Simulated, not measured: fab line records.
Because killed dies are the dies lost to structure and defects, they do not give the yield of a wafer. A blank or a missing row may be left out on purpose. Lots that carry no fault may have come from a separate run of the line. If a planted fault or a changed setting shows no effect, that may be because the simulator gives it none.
fab line records	flow nand_harc
[record] lots = 24	wafers = 72	last_day = 34
route steps=1302 shown A_WL_FILL@975 A_CONTACT@1027
lots untouched by any fault: they come from a run of this same line in which no faults occurred
start_h: the number of hours between the record's first day and the start of the first shown wafer of the lot	wait_h: hours from the lot's prior step to this one	" the same as in the row above	L1.1+2: a row that stands for several wafers	- no value, or no start given	* or withheld: withheld	< > ~ a bound
route shown NAME@n: a module of which the file shows steps, and the number in the route of the first	usual: mean and standard deviation over wafers with no fault	same: alike in all rows	chamber/n: place in a boat	sites: readings site by site	_std_site: standard deviation of those values	_edge_site: the outer-site mean with the inner-site mean subtracted	radius_mm: for every site, how far away it sits from the centre of the wafer	mask NAME#n: copy n	behind: the last tool/chamber to shape the wafer	hold: cause of the lot's hold/its duration in hours/its outcome	device: the transistor (n, p or np) that didn't switch	end of line: tests of these same wafers at the route's end	for a step that has no rows: nothing shown but its recipe	killed: at the first sort, the dies lost to defects and structure; wafer yield is something else	map: a wafer's dies, x killed, . not, _ none there
set.NAME: the setting as run; set.NAME@STEP: as run at that earlier step	model.NAME: the simulator's own value behind a step, which no gauge read
a sample of lots followed through the steps of the route, with each step as a table and each wafer as a row
services: a tool's chamber out of use, with start hour (start_h, from the record's first day; less than 0 if before it), hours out, and reason
[[steps]]
[step NHARC_A_WL_FILL_ALD_19]
[recipe] target_thk_a = 20	pulse_time_s = 3	ald_cycles = 100	temp_c = 450	material = TiN
[usual] heater_power_w = 1107/62	precursor_pulse_height_rel = 1.001/0.02
lot.wafer	tool	chamber	start_h	wait_h	heater_power_w	precursor_pulse_height_rel
L074.1	ald_metal-04	2	497.86	0.1	1052	0.996
L074.2	"	3	"	"	1157	1.008
L074.4	"	0	"	"	1126	0.994
L076.4	ald_metal-03	0	497.88	0.1	1093	0.988
L076.6	"	2	"	"	976	1.002
L076.5	"	3	"	"	1023	1.015
L075.3	ald_metal-02	0	501.11	0.1	1157	1.021
L075.6	"	2	"	"	1188	1.007
L075.5	"	3	"	"	1130	0.978
L077.3	ald_metal-03	2	510.89	0.1	981	1.023
L077.2	"	3	"	"	1015	1.013
L077.1	"	0	"	"	1115	1.022
L078.2	ald_metal-03	1	532.03	0.1	1046	1.026
L078.4	"	2	"	"	968	0.983
L078.1	"	3	"	"	1020	0.974
L079.2	ald_metal-04	3	534.55	0.1	1132	1.001
L079.5	"	2	"	"	1045	1.023
L079.6	"	3	"	"	1153	1.007
L080.3	ald_metal-04	3	558.73	0.1	1174	1.029
L080.4	"	2	"	"	1043	1.031
L080.5	"	3	"	"	1154	0.991
L081.1	ald_metal-02	0	576.42	0.1	1163	1.039
L081.3	"	3	"	"	1112	0.997
L081.5	"	0	"	"	1136	1.026
L082.4	ald_metal-04	1	580.29	0.1	1139	0.982
L082.1	"	2	"	"	1048	1.018
L082.5	"	1	"	"	1117	1.001
L083.4	ald_metal-02	2	584.40	0.1	1121	0.995
L083.2	"	3	"	"	1123	1.000
L083.3	"	0	"	"	1151	0.999
L084.2	ald_metal-02	0	590.98	0.1	1160	0.972
L084.6	"	2	"	"	1172	0.984
L084.5	"	3	"	"	1149	0.985
L086.1	ald_metal-02	0	596.45	0.1	1183	1.015
L086.2	"	1	"	"	1122	0.964
L086.5	"	1	"	"	1136	0.994
L085.4	ald_metal-04	1	603.72	0.1	1122	0.994
L085.2	"	2	"	"	1056	0.991
L085.1	"	3	"	"	1184	1.032
L087.4	ald_metal-02	1	603.72	0.1	1134	1.009
L087.1	"	0	"	"	1156	0.998
L087.6	"	1	"	"	1169	1.009
L089.4	ald_metal-02	1	635.91	0.1	1189	1.011
L089.3	"	0	"	"	1170	0.993
L089.6	"	2	"	"	1129	1.017
L088.4	ald_metal-03	0	635.94	0.1	1179	1.017
L088.5	"	3	"	"	1045	1.012
L088.6	"	0	"	"	1128	1.032
L091.3	ald_metal-02	2	654.53	0.1	1135	1.008
L091.1	"	3	"	"	1155	0.994
L091.2	"	1	"	"	1185	1.009
L090.1	ald_metal-03	3	654.55	0.1	999	0.941
L090.2	"	1	"	"	1013	0.953
L090.6	"	3	"	"	1033	0.983
L092.4	ald_metal-02	2	667.62	0.1	1155	1.008
L092.1	"	0	"	"	1142	0.992
L092.5	"	2	"	"	1134	1.033
L094.2	ald_metal-04	3	690.29	0.1	1123	0.998
L094.3	"	0	"	"	1209	0.966
L094.5	"	0	"	"	1193	1.008
L093.4	ald_metal-02	1	697.44	0.1	1191	0.985
L093.3	"	2	"	"	1136	0.993
L093.2	"	0	"	"	1136	1.009
L096.4	ald_metal-03	3	702.97	0.1	1006	0.995
L096.2	"	1	"	"	1049	1.003
L096.5	"	3	"	"	1019	0.995
L095.1	ald_metal-04	1	702.97	0.1	1104	0.998
L095.3	"	2	"	"	979	1.039
L095.6	"	0	"	"	1195	1.016
L097.1	ald_metal-03	0	727.42	0.1	1110	1.012
L097.4	"	1	"	"	1035	1.003
L097.3	"	2	"	"	1037	1.041
[step NHARC_A_WL_FILL_CVD_20]
[recipe] target_thk_a = 1000	temp_c = 400	pressure_torr = 40	wf6_flow_sccm = 40	h2_flow_sccm = 1600	ar_flow_sccm = 1560	time_s = 74	material = W
[usual] heater_power_w = 835/64	throttle_valve_pct = 8.04/0.24
lot.wafer	tool	chamber	start_h	wait_h	heater_power_w	throttle_valve_pct
L074.2	cvd_w-01	0	-	-	781	8.06
L074.1	"	1	"	"	954	8.07
L074.4	"	1	"	"	958	8.05
L076.4	cvd_w-02	0	-	-	770	7.73
L076.5	"	1	"	"	888	8.32
L076.6	"	0	"	"	775	7.69
L075.3	cvd_w-01	0	-	-	785	8.30
L075.6	"	0	"	"	783	8.19
L075.5	"	1	"	"	950	8.04
L077.2	cvd_w-02	1	-	-	896	8.15
L077.1	"	0	"	"	798	7.27
L077.3	"	0	"	"	774	7.37
L078.2	cvd_w-02	1	-	-	878	8.46
L078.1	"	0	"	"	783	7.68
L078.4	"	0	"	"	782	7.66
L079.2	cvd_w-01	1	-	-	969	8.12
L079.6	"	0	"	"	770	8.05
L079.5	"	1	"	"	987	7.96
L080.3	cvd_w-02	1	-	-	884	8.39
L080.4	"	1	"	"	904	8.01
L080.5	"	1	"	"	898	8.09
L081.1	cvd_w-01	1	-	-	901	7.89
L081.3	"	0	"	"	784	7.95
L081.5	"	0	"	"	755	8.10
L082.1	cvd_w-01	0	-	-	766	8.24
L082.4	"	1	"	"	901	8.01
L082.5	"	0	"	"	779	8.02
L083.2	cvd_w-02	1	-	-	896	8.10
L083.4	"	1	"	"	908	8.27
L083.3	"	0	"	"	786	7.56
L084.2	cvd_w-02	1	-	-	887	8.36
L084.6	"	0	"	"	761	7.41
L084.5	"	1	"	"	864	8.21
L086.2	cvd_w-01	1	-	-	909	7.78
L086.1	"	0	"	"	778	7.97
L086.5	"	0	"	"	801	8.10
L085.1	cvd_w-02	0	-	-	790	7.72
L085.2	"	1	"	"	883	8.20
L085.4	"	1	"	"	876	8.21
L087.1	cvd_w-01	0	-	-	778	7.91
L087.4	"	1	"	"	915	7.88
L087.6	"	0	"	"	770	8.01
L089.3	cvd_w-01	0	-	-	774	7.96
L089.4	"	1	"	"	863	7.94
L089.6	"	0	"	"	772	8.06
L088.4	cvd_w-01	1	-	-	911	8.11
L088.5	"	0	"	"	780	7.94
L088.6	"	1	"	"	887	8.19
L091.2	cvd_w-01	0	-	-	774	8.22
L091.1	"	1	"	"	906	8.01
L091.3	"	1	"	"	901	8.21
L090.1	cvd_w-01	1	-	-	902	7.91
L090.2	"	0	"	"	776	8.20
L090.6	"	0	"	"	795	8.01
L092.1	cvd_w-01	0	-	-	767	7.80
L092.4	"	0	"	"	761	7.96
L092.5	"	0	"	"	764	7.95
L094.2	cvd_w-02	1	-	-	813	8.35
L094.3	"	0	"	"	803	7.66
L094.5	"	1	"	"	807	8.04
L093.2	cvd_w-02	0	-	-	787	8.09
L093.3	"	0	"	"	808	7.70
L093.4	"	1	"	"	822	8.00
L095.1	cvd_w-02	0	-	-	790	7.96
L095.3	"	0	"	"	805	7.81
L095.6	"	0	"	"	792	7.91
L096.2	cvd_w-01	1	-	-	881	7.97
L096.4	"	1	"	"	903	8.32
L096.5	"	1	"	"	915	8.05
L097.1	cvd_w-02	1	-	-	809	8.32
L097.3	"	1	"	"	811	8.36
L097.4	"	1	"	"	818	8.55
[step NHARC_A_WL_FILL_INSPECT_15]
[usual] raw_defect_count = 512/130
lot.wafer	tool	chamber	start_h	wait_h	raw_defect_count
L074.1	defect_inspect-02	-	498.68	0.0	435
L074.2	"	-	"	"	558
L074.4	"	-	"	"	550
L076.4	defect_inspect-01	-	498.69	0.0	657
L076.5	"	-	"	"	474
L076.6	"	-	"	"	577
L075.3	defect_inspect-02	-	501.92	0.0	330
L075.5	"	-	"	"	380
L075.6	"	-	"	"	290
L077.1	defect_inspect-02	-	511.74	0.0	421
L077.2	"	-	"	"	498
L077.3	"	-	"	"	585
L078.1	defect_inspect-02	-	532.88	0.0	535
L078.2	"	-	"	"	431
L078.4	"	-	"	"	575
L079.2	defect_inspect-01	-	535.37	0.0	778
L079.5	"	-	"	"	461
L079.6	"	-	"	"	421
L080.3	defect_inspect-02	-	559.77	0.0	608
L080.4	"	-	"	"	705
L080.5	"	-	"	"	506
L081.1	defect_inspect-02	-	577.29	0.0	598
L081.3	"	-	"	"	311
L081.5	"	-	"	"	488
L082.1	defect_inspect-02	-	581.14	0.0	292
L082.4	"	-	"	"	436
L082.5	"	-	"	"	477
L083.2	defect_inspect-01	-	585.24	0.0	566
L083.3	"	-	"	"	707
L083.4	"	-	"	"	575
L084.2	defect_inspect-02	-	591.81	0.0	339
L084.5	"	-	"	"	377
L084.6	"	-	"	"	361
L086.1	defect_inspect-01	-	597.29	0.0	668
L086.2	"	-	"	"	551
L086.5	"	-	"	"	591
L085.1	defect_inspect-02	-	604.56	0.0	615
L085.2	"	-	"	"	488
L085.4	"	-	"	"	354
L087.1	defect_inspect-01	-	604.57	0.0	540
L087.4	"	-	"	"	420
L087.6	"	-	"	"	382
L089.3	defect_inspect-01	-	638.07	0.0	511
L089.4	"	-	"	"	509
L089.6	"	-	"	"	479
L088.4	defect_inspect-02	-	638.24	0.0	458
L088.5	"	-	"	"	821
L088.6	"	-	"	"	616
L091.1	defect_inspect-02	-	655.38	0.0	495
L091.2	"	-	"	"	651
L091.3	"	-	"	"	499
L090.1	defect_inspect-02	-	655.51	0.0	343
L090.2	"	-	"	"	471
L090.6	"	-	"	"	452
L092.1	defect_inspect-02	-	668.60	0.0	465
L092.4	"	-	"	"	425
L092.5	"	-	"	"	400
L094.2	defect_inspect-02	-	691.16	0.0	366
L094.3	"	-	"	"	387
L094.5	"	-	"	"	528
L093.2	defect_inspect-01	-	698.28	0.0	504
L093.3	"	-	"	"	395
L093.4	"	-	"	"	387
L096.2	defect_inspect-01	-	703.79	0.0	474
L096.4	"	-	"	"	353
L096.5	"	-	"	"	389
L095.1	defect_inspect-02	-	703.79	0.0	636
L095.3	"	-	"	"	423
L095.6	"	-	"	"	500
L097.1	defect_inspect-01	-	728.39	0.0	549
L097.3	"	-	"	"	693
L097.4	"	-	"	"	737
[step NHARC_A_CONTACT_DEP_57]
[recipe] target_thk_a = 53000	temp_c = 400	material = aC
[usual] throttle_valve_pct = 35.000/0.009
lot.wafer	tool	chamber	start_h	wait_h	throttle_valve_pct
L074.1	acl_dep-03	0	513.61	-	35.000
L074.2	"	0	"	"	35.005
L074.4	"	0	515.20	-	34.995
L076.4	acl_dep-01	0	514.28	-	34.990
L076.5	"	0	"	"	34.993
L076.6	"	0	"	"	34.995
L075.3	acl_dep-01	0	517.75	-	35.000
L075.5	"	0	518.83	-	34.999
L075.6	"	0	"	"	34.995
L077.1	acl_dep-01	0	524.90	-	35.001
L077.2	"	0	"	"	35.009
L077.3	"	0	"	"	34.995
L078.1	acl_dep-02	0	547.80	-	34.998
L078.2	"	0	"	"	35.009
L078.4	"	0	549.39	-	35.007
L079.2	acl_dep-02	0	551.53	-	34.999
L079.5	"	0	553.15	-	34.999
L079.6	"	0	"	"	35.008
L080.3	acl_dep-01	0	575.92	-	34.997
L080.4	"	0	"	"	35.008
L080.5	"	0	"	"	34.994
L081.1	acl_dep-01	0	593.15	-	34.994
L081.3	"	0	594.22	-	34.984
L081.5	"	0	595.30	-	35.000
L082.1	acl_dep-01	0	596.37	-	35.001
L082.4	"	0	597.99	-	34.982
L082.5	"	0	"	"	34.995
L083.2	acl_dep-03	0	598.83	-	34.987
L083.3	"	0	"	"	34.997
L083.4	"	0	"	"	34.996
L084.2	acl_dep-01	0	607.44	-	35.029
L084.5	"	0	609.04	-	34.998
L084.6	"	0	"	"	35.004
L086.1	acl_dep-03	0	614.53	-	35.012
L086.2	"	0	"	"	34.996
L086.5	"	0	616.65	-	34.993
L085.1	acl_dep-03	0	623.33	-	35.005
L085.2	"	0	"	"	34.999
L085.4	"	0	624.95	-	34.991
L087.1	acl_dep-01	0	623.58	-	35.002
L087.4	"	0	625.16	-	34.993
L087.6	"	0	626.22	-	34.999
L089.3	acl_dep-03	0	651.04	-	35.001
L089.4	"	0	"	"	34.997
L089.6	"	0	652.66	-	34.990
L088.4	acl_dep-02	0	651.97	-	34.996
L088.5	"	0	"	"	34.996
L088.6	"	0	"	"	34.980
L091.1	acl_dep-02	0	667.31	-	34.992
L091.2	"	0	"	"	35.003
L091.3	"	0	"	"	35.013
L090.1	acl_dep-02	0	674.30	-	34.988
L090.2	"	0	"	"	35.027
L090.6	"	0	676.99	-	35.007
L092.1	acl_dep-02	0	688.86	-	35.014
L092.4	"	0	690.49	-	35.006
L092.5	"	0	"	"	34.983
L094.2	acl_dep-03	0	703.73	-	35.003
L094.3	"	0	"	"	35.003
L094.5	"	0	705.32	-	35.001
L093.2	acl_dep-02	0	713.14	-	34.997
L093.3	"	0	"	"	35.000
L093.4	"	0	"	"	34.985
L096.2	acl_dep-03	0	716.34	-	34.988
L096.4	"	0	717.43	-	34.986
L096.5	"	0	"	"	35.010
L095.1	acl_dep-01	0	718.28	-	35.004
L095.3	"	0	719.37	-	35.002
L095.6	"	0	721.00	-	35.002
L097.1	acl_dep-03	0	743.74	-	34.992
L097.3	"	0	744.80	-	35.002
L097.4	"	0	"	"	35.011
[step NHARC_A_CONTACT_ETCH_125]
[recipe] source_w = withheld	pressure_mtorr = 20	bias_v = 3000	time_s = 197	target_depth_a = 19180	ar_flow_sccm = withheld	c4f8_flow_sccm = withheld	o2_flow_sccm = withheld	chemistry = C4F8/O2/Ar
lot.wafer	tool	chamber	start_h	wait_h	rf_hours_counter_h
L076.4	har_cap_etch-01	0	518.97	0.2	-
L076.5	"	1	"	"	-
L076.6	"	0	"	"	-
L074.1	har_cap_etch-03	0	520.37	0.2	45
L074.2	"	1	"	"	45
L074.4	"	1	"	"	-
L075.3	har_cap_etch-01	0	523.00	0.2	-
L075.5	"	0	"	"	-
L075.6	"	1	"	"	-
L077.2	har_cap_etch-01	0	531.06	0.2	4
L077.1	"	1	"	"	4
L077.3	"	1	"	"	-
L078.1	har_cap_etch-02	0	554.59	0.2	93
L078.2	"	1	"	"	93
L078.4	"	1	"	"	-
L079.2	har_cap_etch-01	1	557.27	0.2	8
L079.6	"	1	"	"	-
L079.5	"	0	"	"	-
L080.3	har_cap_etch-03	1	580.81	0.2	-
L080.4	"	0	"	"	-
L080.5	"	1	"	"	-
L081.1	har_cap_etch-03	0	599.13	0.2	56
L081.3	"	0	"	"	-
L081.5	"	1	"	"	-
L082.1	har_cap_etch-02	0	602.36	0.2	100
L082.4	"	1	"	"	-
L082.5	"	1	"	"	-
L083.2	har_cap_etch-03	0	604.51	0.2	58
L083.4	"	0	"	"	-
L083.3	"	1	"	"	-
L084.2	har_cap_etch-01	1	613.11	0.2	19
L084.6	"	1	"	"	-
L084.5	"	0	"	"	-
L086.2	har_cap_etch-01	0	620.40	0.2	22
L086.1	"	1	"	"	22
L086.5	"	1	"	"	-
L085.1	har_cap_etch-03	0	629.23	0.2	64
L085.2	"	1	"	"	64
L085.4	"	0	"	"	-
L087.1	har_cap_etch-01	1	629.45	0.2	24
L087.4	"	1	"	"	-
L087.6	"	1	"	"	-
L089.4	har_cap_etch-01	1	655.93	0.2	-
L089.3	"	0	"	"	-
L089.6	"	1	"	"	-
L088.4	har_cap_etch-02	1	656.69	0.2	-
L088.6	"	0	"	"	-
L088.5	"	1	"	"	-
L091.1	har_cap_etch-01	0	673.37	0.2	30
L091.2	"	1	"	"	30
L091.3	"	0	"	"	-
L090.2	har_cap_etch-02	0	680.20	0.2	115
L090.1	"	1	"	"	115
L090.6	"	1	"	"	-
L092.1	har_cap_etch-01	1	694.79	0.2	33
L092.4	"	1	"	"	-
L092.5	"	0	"	"	-
L094.2	har_cap_etch-03	1	709.06	0.2	77
L094.3	"	1	"	"	-
L094.5	"	0	"	"	-
L093.2	har_cap_etch-02	1	718.82	0.2	121
L093.4	"	0	"	"	-
L093.3	"	1	"	"	-
L096.2	har_cap_etch-01	0	722.14	0.2	39
L096.4	"	1	"	"	-
L096.5	"	1	"	"	-
L095.1	har_cap_etch-03	0	724.56	0.2	80
L095.3	"	0	"	"	-
L095.6	"	0	"	"	-
L097.1	har_cap_etch-03	0	749.49	0.2	83
L097.4	"	1	"	"	-
L097.3	"	0	"	"	-
[step NHARC_A_CONTACT_ETCH_127]
[recipe] source_w = withheld	pressure_mtorr = 20	bias_v = 3000	time_s = 197	target_depth_a = 19180	ar_flow_sccm = withheld	c4f8_flow_sccm = withheld	o2_flow_sccm = withheld	chemistry = C4F8/O2/Ar
lot.wafer	tool	chamber	start_h	wait_h	rf_hours_counter_h
L076.4	har_cap_etch-01	0	519.33	0.1	-
L076.5	"	1	"	"	-
L076.6	"	0	"	"	-
L074.1	har_cap_etch-03	0	520.73	0.1	46
L074.2	"	1	"	"	46
L074.4	"	1	"	"	-
L075.3	har_cap_etch-01	0	523.36	0.1	-
L075.5	"	0	"	"	-
L075.6	"	1	"	"	-
L077.2	har_cap_etch-01	0	531.41	0.1	4
L077.1	"	1	"	"	4
L077.3	"	1	"	"	-
L078.1	har_cap_etch-02	0	554.94	0.1	93
L078.2	"	1	"	"	93
L078.4	"	1	"	"	-
L079.2	har_cap_etch-01	1	557.74	0.2	8
L079.6	"	1	"	"	-
L079.5	"	0	"	"	-
L080.3	har_cap_etch-03	1	581.17	0.1	-
L080.4	"	0	"	"	-
L080.5	"	1	"	"	-
L081.1	har_cap_etch-03	0	599.48	0.1	57
L081.3	"	0	"	"	-
L081.5	"	1	"	"	-
L082.1	har_cap_etch-02	0	602.71	0.1	101
L082.4	"	1	"	"	-
L082.5	"	1	"	"	-
L083.2	har_cap_etch-03	0	604.86	0.1	59
L083.4	"	0	"	"	-
L083.3	"	1	"	"	-
L084.2	har_cap_etch-01	1	613.46	0.1	19
L084.6	"	1	"	"	-
L084.5	"	0	"	"	-
L086.2	har_cap_etch-01	0	620.75	0.1	22
L086.1	"	1	"	"	22
L086.5	"	1	"	"	-
L085.1	har_cap_etch-03	0	629.58	0.1	64
L085.2	"	1	"	"	64
L085.4	"	0	"	"	-
L087.1	har_cap_etch-01	1	629.81	0.1	24
L087.4	"	1	"	"	-
L087.6	"	1	"	"	-
L089.4	har_cap_etch-01	1	656.28	0.1	-
L089.3	"	0	"	"	-
L089.6	"	1	"	"	-
L088.4	har_cap_etch-02	1	657.04	0.1	-
L088.6	"	0	"	"	-
L088.5	"	1	"	"	-
L091.1	har_cap_etch-01	0	673.73	0.1	30
L091.2	"	1	"	"	30
L091.3	"	0	"	"	-
L090.2	har_cap_etch-02	0	680.56	0.1	115
L090.1	"	1	"	"	115
L090.6	"	1	"	"	-
L092.1	har_cap_etch-01	1	695.15	0.1	33
L092.4	"	1	"	"	-
L092.5	"	0	"	"	-
L094.2	har_cap_etch-03	1	709.41	0.1	78
L094.3	"	1	"	"	-
L094.5	"	0	"	"	-
L093.2	har_cap_etch-02	1	719.18	0.1	122
L093.4	"	0	"	"	-
L093.3	"	1	"	"	-
L096.2	har_cap_etch-01	0	722.49	0.1	40
L096.4	"	1	"	"	-
L096.5	"	1	"	"	-
L095.1	har_cap_etch-03	0	724.92	0.1	81
L095.3	"	0	"	"	-
L095.6	"	0	"	"	-
L097.1	har_cap_etch-03	0	749.84	0.1	84
L097.4	"	1	"	"	-
L097.3	"	0	"	"	-
[[services]]
tool	chamber	start_h	hours	kind
ald_metal-04	-	474.00	10.0	pm
acl_dep-03	-	481.68	13.0	pm
cvd_w-01	-	487.07	0.3	repair
ald_metal-04	-	491.81	1.0	repair
har_cap_etch-01	-	497.00	17.0	pm
ald_metal-02	1	525.89	2.7	repair
cvd_w-01	-	545.88	0.7	repair
cvd_w-01	-	547.00	13.0	pm
cvd_w-02	0	549.21	14.5	repair
acl_dep-01	-	553.22	13.0	pm
ald_metal-03	-	568.00	10.0	pm
acl_dep-02	-	577.19	1.0	repair
ald_metal-02	-	610.00	10.0	pm
acl_dep-02	-	610.09	13.0	pm
cvd_w-02	-	631.00	13.0	pm
ald_metal-02	3	657.41	3.0	repair
acl_dep-03	-	664.11	13.0	pm
cvd_w-01	1	667.66	1.5	repair
ald_metal-02	-	720.06	0.8	repair
cvd_w-02	0	720.09	18.6	repair
ald_metal-02	0	726.18	15.4	repair
cvd_w-01	-	728.00	13.0	pm
acl_dep-01	-	734.22	13.0	pm
cvd_w-02	0	745.79	2.6	repair
[[key]]
fault none
